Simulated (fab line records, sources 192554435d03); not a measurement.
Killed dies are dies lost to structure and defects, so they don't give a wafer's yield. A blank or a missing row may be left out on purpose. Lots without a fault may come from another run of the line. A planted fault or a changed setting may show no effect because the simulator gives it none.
Which tool did it? | flow n5_finfet | 24 lots, 72 wafers sampled, at 6 steps of a route of 1938

WHAT THE GAUGES READ, wafer by wafer
N5_DUMMY_GATE_CD_MEAS_50: target cd 14 nm. Usual: cd_nm 14.0 nm, standard deviation 0.35.
lot  | measured    | on        | cd_nm (nm)     | flag
L074 | day 3 01:31 | cd_sem-01 | 14.0 14.4 14.2 |
L075 | day 3 07:17 | cd_sem-01 | 13.9 14.3 14.2 |
L076 | day 3 12:05 | cd_sem-02 | 14.1 14.5 13.7 |
L077 | day 3 20:06 | cd_sem-02 | 13.7 13.6 13.8 |
L078 | day 4 03:38 | cd_sem-02 | 13.6 13.9 13.8 |
L079 | day 4 10:48 | cd_sem-03 | 13.4 14.2 12.8 |
L080 | day 4 15:30 | cd_sem-02 | 14.4 14.2 13.8 |
L081 | day 4 22:04 | cd_sem-01 | 14.2 14.1 13.2 |
L082 | day 5 00:23 | cd_sem-02 | 13.3 13.6 13.2 |
L083 | day 5 05:28 | cd_sem-02 | 13.5 13.9 14.0 |
L084 | day 5 09:28 | cd_sem-03 | 14.2 14.4 13.6 |
L085 | day 5 19:32 | cd_sem-01 | 14.8 14.0 14.1 |
L086 | day 5 21:20 | cd_sem-02 | 14.1 14.0 14.0 |
L087 | day 6 05:14 | cd_sem-03 | 13.8 13.9 13.9 |
L088 | day 6 13:19 | cd_sem-02 | 14.3 14.3 14.1 |
L089 | day 6 23:26 | cd_sem-02 | 14.0 14.6 14.2 |
L090 | day 7 07:16 | cd_sem-01 | 14.0 13.9 14.1 |
L091 | day 7 10:40 | cd_sem-02 | 14.4 13.9 13.5 |
L092 | day 7 11:07 | cd_sem-02 | 13.7 14.1 13.9 |
L093 | day 7 18:54 | cd_sem-02 | 14.1 14.1 14.1 |
L094 | day 8 03:34 | cd_sem-01 | 13.5 14.0 13.5 |
L095 | day 8 14:05 | cd_sem-01 | 13.9 14.7 13.8 |
L097 | day 9 01:17 | cd_sem-02 | 13.8 13.5 13.4 |
L096 | day 9 05:04 | cd_sem-02 | 14.8 14.7 14.3 |

N5_SD_EPI_P_INSPECT_11: inspects for defects (macro). Usual: raw_defect_count 2.0, standard deviation 1.3.
lot  | measured    | on                | raw_defect_count | flag
L074 | day 3 08:16 | defect_inspect-01 | 3 1 1            |
L075 | day 3 15:07 | defect_inspect-01 | 0 1 3            |
L076 | day 3 19:31 | defect_inspect-02 | 2 2 0            |
L077 | day 4 02:20 | defect_inspect-02 | 2 1 1            |
L078 | day 4 09:57 | defect_inspect-01 | 3 1 1            |
L079 | day 4 19:40 | defect_inspect-01 | 3 3 3            |
L080 | day 4 21:59 | defect_inspect-01 | 2 1 4            |
L081 | day 5 05:14 | defect_inspect-01 | 2 2 2            |
L082 | day 5 07:20 | defect_inspect-01 | 4 1 2            |
L083 | day 5 13:38 | defect_inspect-01 | 3 3 1            |
L084 | day 5 17:32 | defect_inspect-01 | 3 1 0            |
L085 | day 6 02:19 | defect_inspect-01 | 2 0 0            |
L086 | day 6 06:29 | defect_inspect-01 | 1 0 4            |
L087 | day 6 11:40 | defect_inspect-01 | 3 3 3            |
L088 | day 6 19:41 | defect_inspect-02 | 3 2 1            |
L089 | day 7 06:09 | defect_inspect-02 | 3 2 3            |
L090 | day 7 15:40 | defect_inspect-01 | 5 3 2            |
L091 | day 7 17:54 | defect_inspect-02 | 3 2 3            |
L092 | day 7 17:52 | defect_inspect-02 | 2 2 1            |
L093 | day 8 01:14 | defect_inspect-02 | 4 0 3            |
L094 | day 8 11:10 | defect_inspect-01 | 2 1 1            |
L095 | day 8 20:26 | defect_inspect-02 | 2 1 6            |
L097 | day 9 08:05 | defect_inspect-01 | 0 2 0            |
L096 | day 9 11:42 | defect_inspect-02 | 2 2 0            |

N5_ILD0_THK_MEAS_13. Usual: thk_nm 18.0 nm, standard deviation 1.2.
lot  | measured    | on            | thk_nm (nm)    | flag
L074 | day 3 19:37 | film_metro-02 | 20.2 20.5 19.5 |
L075 | day 4 02:07 | film_metro-01 | 18.5 19.8 18.3 |
L076 | day 4 06:41 | film_metro-01 | 16.9 18.5 16.5 |
L077 | day 4 13:08 | film_metro-01 | 17.7 17.2 18.6 |
L078 | day 4 21:44 | film_metro-01 | 18.6 17.8 17.7 |
L079 | day 5 08:02 | film_metro-02 | 17.5 19.4 18.6 |
L080 | day 5 09:01 | film_metro-02 | 17.8 17.4 17.6 |
L081 | day 5 17:42 | film_metro-02 | 15.6 17.0 16.5 |
L082 | day 5 18:49 | film_metro-02 | 19.0 17.6 17.6 |
L083 | day 6 00:31 | film_metro-01 | 16.9 17.4 17.9 |
L084 | day 6 05:25 | film_metro-01 | 17.2 16.5 18.8 |
L085 | day 6 13:11 | film_metro-02 | 18.8 20.0 18.7 |
L086 | day 6 19:14 | film_metro-02 | 16.7 17.5 16.9 |
L087 | day 6 22:36 | film_metro-01 | 16.3 17.9 16.3 |
L088 | day 7 08:25 | film_metro-01 | 18.3 16.7 16.7 |
L089 | day 7 18:29 | film_metro-01 | 18.5 18.2 18.8 |
L090 | day 8 02:25 | film_metro-02 | 20.3 18.9 18.2 |
L091 | day 8 05:31 | film_metro-02 | 17.1 20.0 17.0 |
L092 | day 8 04:37 | film_metro-02 | 19.8 17.5 18.8 |
L093 | day 8 12:15 | film_metro-02 | 19.6 18.1 19.6 |
L094 | day 8 22:23 | film_metro-02 | 17.8 17.8 18.9 |
L095 | day 9 07:50 | film_metro-02 | 17.3 16.9 20.0 |
L097 | day 9 20:08 | film_metro-02 | 17.4 17.6 19.8 |
L096 | day 9 22:49 | film_metro-02 | 19.9 19.1 18.0 |

WHICH TOOL RAN EACH LOT (tool, then ch and the chambers of the sampled wafers, then the start)
lot  | N5_DUMMY_GATE_ETCH_36             | N5_DUMMY_GATE_ETCH_31             | N5_ILD0_ALD_15
L074 | rie_diel-04 ch 2,3, day 3 01:11   | rie_diel-05 ch 0,3, day 3 01:36   | ald_sin-02 ch 1,2, day 3 17:07
L075 | rie_diel-04 ch 0,2,3, day 3 07:01 | rie_diel-05 ch 2,3, day 3 07:19   | ald_sin-01 ch 1,2,3, day 3 23:38
L076 | rie_diel-05 ch 0,2,3, day 3 11:49 | rie_diel-05 ch 0,2, day 3 12:08   | ald_sin-04 ch 0,1,3, day 4 03:56
L077 | rie_diel-05 ch 0,2,3, day 3 19:44 | rie_diel-04 ch 1,3, day 3 20:13   | ald_sin-04 ch 1,3, day 4 10:39
L078 | rie_diel-04 ch 0,1,2, day 4 03:18 | rie_diel-04 ch 0,1, day 4 03:40   | ald_sin-01 ch 0,3, day 4 19:13
L079 | rie_diel-05 ch 1,2, day 4 10:31   | rie_diel-04 ch 0,1,3, day 4 10:50 | ald_sin-04 ch 0,1,2, day 5 05:32
L080 | rie_diel-01 ch 1,2, day 4 15:14   | rie_diel-01 ch 2,3, day 4 15:33   | ald_sin-01 ch 0,3, day 5 06:31
L081 | rie_diel-01 ch 0,2,3, day 4 21:47 | rie_diel-04 ch 1,3, day 4 22:11   | ald_sin-02 ch 1,3, day 5 15:12
L082 | rie_diel-01 ch 0,1,3, day 5 00:01 | rie_diel-05 ch 1,3, day 5 00:29   | ald_sin-04 ch 0,1,3, day 5 16:20
L083 | rie_diel-04 ch 1,2,3, day 5 05:12 | rie_diel-05 ch 2,3, day 5 05:46   | ald_sin-02 ch 0,2,3, day 5 22:02
L084 | rie_diel-04 ch 0,3, day 5 09:12   | rie_diel-05 ch 1,2,3, day 5 09:31 | ald_sin-04 ch 1,2, day 6 02:55
L085 | rie_diel-05 ch 0,3, day 5 19:16   | rie_diel-01 ch 1,3, day 5 19:35   | ald_sin-02 ch 1,2, day 6 10:41
L086 | rie_diel-05 ch 1,2,3, day 5 21:04 | rie_diel-05 ch 0,2,3, day 5 21:23 | ald_sin-02 ch 0,1,2, day 6 16:43
L087 | rie_diel-04 ch 2,3, day 6 04:58   | rie_diel-05 ch 0,3, day 6 05:33   | ald_sin-01 ch 1,2, day 6 20:06
L088 | rie_diel-04 ch 0,3, day 6 12:58   | rie_diel-05 ch 1,2,3, day 6 13:22 | ald_sin-01 ch 1,2,3, day 7 05:55
L089 | rie_diel-01 ch 1,2,3, day 6 23:10 | rie_diel-01 ch 0,2,3, day 6 23:29 | ald_sin-02 ch 0,3, day 7 15:59
L090 | rie_diel-04 ch 1,3, day 7 06:57   | rie_diel-01 ch 2,3, day 7 07:19   | ald_sin-02 ch 0,3, day 7 23:55
L091 | rie_diel-01 ch 0,2,3, day 7 10:23 | rie_diel-04 ch 1,2,3, day 7 10:51 | ald_sin-01 ch 0,1,2, day 8 03:01
L092 | rie_diel-04 ch 0,1,2, day 7 10:45 | rie_diel-05 ch 0,1,2, day 7 11:24 | ald_sin-04 ch 0,1,3, day 8 02:07
L093 | rie_diel-01 ch 1,2,3, day 7 18:38 | rie_diel-04 ch 0,1,2, day 7 18:57 | ald_sin-04 ch 0,1,3, day 8 09:45
L094 | rie_diel-04 ch 0,1,3, day 8 03:18 | rie_diel-04 ch 0,2,3, day 8 03:37 | ald_sin-04 ch 0,2,3, day 8 19:53
L095 | rie_diel-01 ch 0,2,3, day 8 13:49 | rie_diel-04 ch 1,2,3, day 8 14:11 | ald_sin-01 ch 1,2,3, day 9 05:20
L097 | rie_diel-05 ch 0,1, day 9 01:01   | rie_diel-04 ch 0,1, day 9 01:31   | ald_sin-01 ch 0,1,2, day 9 17:37
L096 | rie_diel-04 ch 0,2, day 9 04:48   | rie_diel-05 ch 1,2, day 9 05:07   | ald_sin-01 ch 0,2,3, day 9 20:19
- N5_DUMMY_GATE_ETCH_36: etches SiARC in CF4, target depth 13 nm.
- N5_DUMMY_GATE_ETCH_31: etches SiO2 in C4F6/O2, target depth 82.5 nm, time 27.5 s.
- N5_ILD0_ALD_15: deposits SiNx, target thk 24 nm, pulse time 1 s, ald cycles 480.

WHAT THE TOOLS THEMSELVES READ (means of the sampled wafers that have a number; where no wafer has one, the mark that the record gives instead)
N5_DUMMY_GATE_ETCH_36. Usual: drypump_motor_current_A 5.7 A, standard deviation 0.34; oes_product_au 0.76 a.u., standard deviation 0.084; rf_vpp_V 184.2 V, standard deviation 1.1; showerhead_plenum_p_Torr 2.16 Torr, standard deviation 0.059; throttle_valve_pct 15.62 %, standard deviation 0.29.
lot  | tool        | drypump_motor_current_A (A) | oes_product_au (a.u.) | rf_vpp_V (V) | showerhead_plenum_p_Torr (Torr) | throttle_valve_pct (%) | flag
L074 | rie_diel-04 | 6.1                         | 0.70                  | 183.6        | 2.14                            | 15.58                  |
L075 | rie_diel-04 | 5.9                         | 0.70                  | 183.6        | 2.18                            | 15.67                  |
L076 | rie_diel-05 | 5.6                         | 0.70                  | 183.3        | 2.10                            | 15.75                  |
L077 | rie_diel-05 | 5.6                         | 0.70                  | 182.6        | 2.10                            | 15.75                  |
L078 | rie_diel-04 | 6.0                         | 0.71                  | 184.1        | 2.17                            | 15.68                  |
L079 | rie_diel-05 | 5.6                         | 0.75                  | 183.9        | 2.14                            | 15.52                  |
L080 | rie_diel-01 | 5.4                         | 0.73                  | 183.4        | 2.13                            | 15.88                  |
L081 | rie_diel-01 | 5.4                         | 0.78                  | 184.1        | 2.12                            | 15.64                  |
L082 | rie_diel-01 | 5.5                         | 0.79                  | 184.3        | 2.13                            | 15.47                  |
L083 | rie_diel-04 | 6.1                         | 0.80                  | 184.7        | 2.17                            | 15.56                  |
L084 | rie_diel-04 | 5.8                         | 0.70                  | 184.8        | 2.21                            | 15.84                  |
L085 | rie_diel-05 | 5.5                         | 0.87                  | 185.2        | 2.24                            | 15.54                  |
L086 | rie_diel-05 | 5.5                         | 0.72                  | 184.8        | 2.14                            | 15.57                  |
L087 | rie_diel-04 | 6.1                         | 0.86                  | 183.7        | 2.13                            | 15.27                  |
L088 | rie_diel-04 | 5.8                         | 0.70                  | 184.5        | 2.21                            | 15.86                  |
L089 | rie_diel-01 | 5.5                         | 0.73                  | 184.2        | 2.10                            | 15.69                  |
L090 | rie_diel-04 | 6.2                         | 0.70                  | 185.4        | 2.21                            | 15.87                  |
L091 | rie_diel-01 | 5.5                         | 0.76                  | 184.0        | 2.11                            | 15.67                  |
L092 | rie_diel-04 | 6.1                         | 0.78                  | 184.6        | 2.17                            | 15.55                  |
L093 | rie_diel-01 | 5.5                         | 0.72                  | 184.0        | 2.10                            | 15.71                  |
L094 | rie_diel-04 | 5.9                         | 0.69                  | 184.2        | 2.20                            | 15.87                  |
L095 | rie_diel-01 | 5.5                         | 0.75                  | 184.4        | 2.11                            | 15.68                  |
L097 | rie_diel-05 | 5.3                         | 0.81                  | 183.7        | 2.19                            | 15.41                  |
L096 | rie_diel-04 | 5.8                         | 0.76                  | 184.7        | 2.16                            | 15.55                  |

N5_DUMMY_GATE_ETCH_31. Usual: drypump_motor_current_A 5.7 A, standard deviation 0.33; oes_product_au 0.75 a.u., standard deviation 0.076; rf_vpp_V 662 V, standard deviation 14; showerhead_plenum_p_Torr 2.88 Torr, standard deviation 0.08; throttle_valve_pct 21.17 %, standard deviation 0.27.
lot  | tool        | drypump_motor_current_A (A) | oes_product_au (a.u.) | rf_vpp_V (V) | showerhead_plenum_p_Torr (Torr) | throttle_valve_pct (%) | flag
L074 | rie_diel-05 | 5.5                         | 0.69                  | 652          | 2.77                            | 21.47                  |
L075 | rie_diel-05 | 5.8                         | 0.73                  | 655          | 2.85                            | 21.18                  |
L076 | rie_diel-05 | 5.7                         | 0.72                  | 649          | 2.80                            | 21.28                  |
L077 | rie_diel-04 | 6.0                         | 0.71                  | 677          | 2.94                            | 21.34                  |
L078 | rie_diel-04 | 6.1                         | 0.73                  | 674          | 2.94                            | 21.30                  |
L079 | rie_diel-04 | 5.9                         | 0.71                  | 668          | 2.94                            | 21.32                  |
L080 | rie_diel-01 | 5.4                         | 0.73                  | 678          | 2.80                            | 21.41                  |
L081 | rie_diel-04 | 6.2                         | 0.71                  | 682          | 2.93                            | 21.32                  |
L082 | rie_diel-05 | 5.3                         | 0.75                  | 656          | 2.86                            | 21.02                  |
L083 | rie_diel-05 | 5.7                         | 0.70                  | 657          | 2.85                            | 21.25                  |
L084 | rie_diel-05 | 5.6                         | 0.73                  | 656          | 2.85                            | 21.13                  |
L085 | rie_diel-01 | 5.6                         | 0.75                  | 676          | 2.76                            | 20.90                  |
L086 | rie_diel-05 | 5.6                         | 0.79                  | 656          | 2.91                            | 21.24                  |
L087 | rie_diel-05 | 5.5                         | 0.86                  | 660          | 2.99                            | 21.25                  |
L088 | rie_diel-05 | 5.6                         | 0.72                  | 654          | 2.85                            | 21.14                  |
L089 | rie_diel-01 | 5.5                         | 0.77                  | 667          | 2.81                            | 21.24                  |
L090 | rie_diel-01 | 5.6                         | 0.73                  | 676          | 2.75                            | 21.15                  |
L091 | rie_diel-04 | 6.1                         | 0.78                  | 677          | 2.87                            | 21.06                  |
L092 | rie_diel-05 | 5.5                         | 0.79                  | 654          | 2.91                            | 21.09                  |
L093 | rie_diel-04 | 6.1                         | 0.77                  | 667          | 2.88                            | 21.06                  |
L094 | rie_diel-04 | 5.9                         | 0.77                  | 661          | 2.88                            | 21.09                  |
L095 | rie_diel-04 | 6.1                         | 0.76                  | 676          | 2.87                            | 21.08                  |
L097 | rie_diel-04 | 5.9                         | 0.69                  | 659          | 2.93                            | 21.34                  |
L096 | rie_diel-05 | 5.7                         | 0.72                  | 651          | 2.84                            | 21.11                  |

N5_ILD0_ALD_15. Usual: heater_power_w 867 W, standard deviation 100; precursor_pulse_height_rel 0.998, standard deviation 0.02.
lot  | tool       | heater_power_w (W) | precursor_pulse_height_rel | flag
L074 | ald_sin-02 | 891                | 0.998                      |
L075 | ald_sin-01 | 765                | 1.028                      |
L076 | ald_sin-04 | 943                | 1.002                      |
L077 | ald_sin-04 | 945                | 0.999                      |
L078 | ald_sin-01 | 864                | 0.990                      |
L079 | ald_sin-04 | 867                | 0.988                      |
L080 | ald_sin-01 | 751                | 0.994                      |
L081 | ald_sin-02 | 906                | 1.006                      |
L082 | ald_sin-04 | 918                | 0.976                      |
L083 | ald_sin-02 | 947                | 0.997                      |
L084 | ald_sin-04 | 921                | 0.998                      |
L085 | ald_sin-02 | 898                | 1.002                      |
L086 | ald_sin-02 | 918                | 0.996                      |
L087 | ald_sin-01 | 838                | 0.995                      |
L088 | ald_sin-01 | 765                | 0.989                      |
L089 | ald_sin-02 | 994                | 1.015                      |
L090 | ald_sin-02 | 952                | 1.020                      |
L091 | ald_sin-01 | 884                | 0.992                      |
L092 | ald_sin-04 | 917                | 0.978                      |
L093 | ald_sin-04 | 933                | 1.016                      |
L094 | ald_sin-04 | 833                | 0.999                      |
L095 | ald_sin-01 | 769                | 1.010                      |
L097 | ald_sin-01 | 879                | 1.002                      |
L096 | ald_sin-01 | 822                | 1.002                      |

THE ANSWER, worked out from the rows above alone
Rule: a lot is off if the mean of its wafers that have a number lies more than 3 standard deviations from the usual mean. A lot without any number at a reading at which 4 lots or more have one is off too. The other lots that the step has rows for count as sound. The gauges are gone through in route order, then the tools' own readings, and for those a lot's mean is taken as printed above. The first step at which some lot is off is used, and at that step the reading that is off furthest; a lot without a number counts as furthest.
No lot is off at any reading shown: from this, nothing can be told.

WHAT THE SIMULATOR HAD PUT IN
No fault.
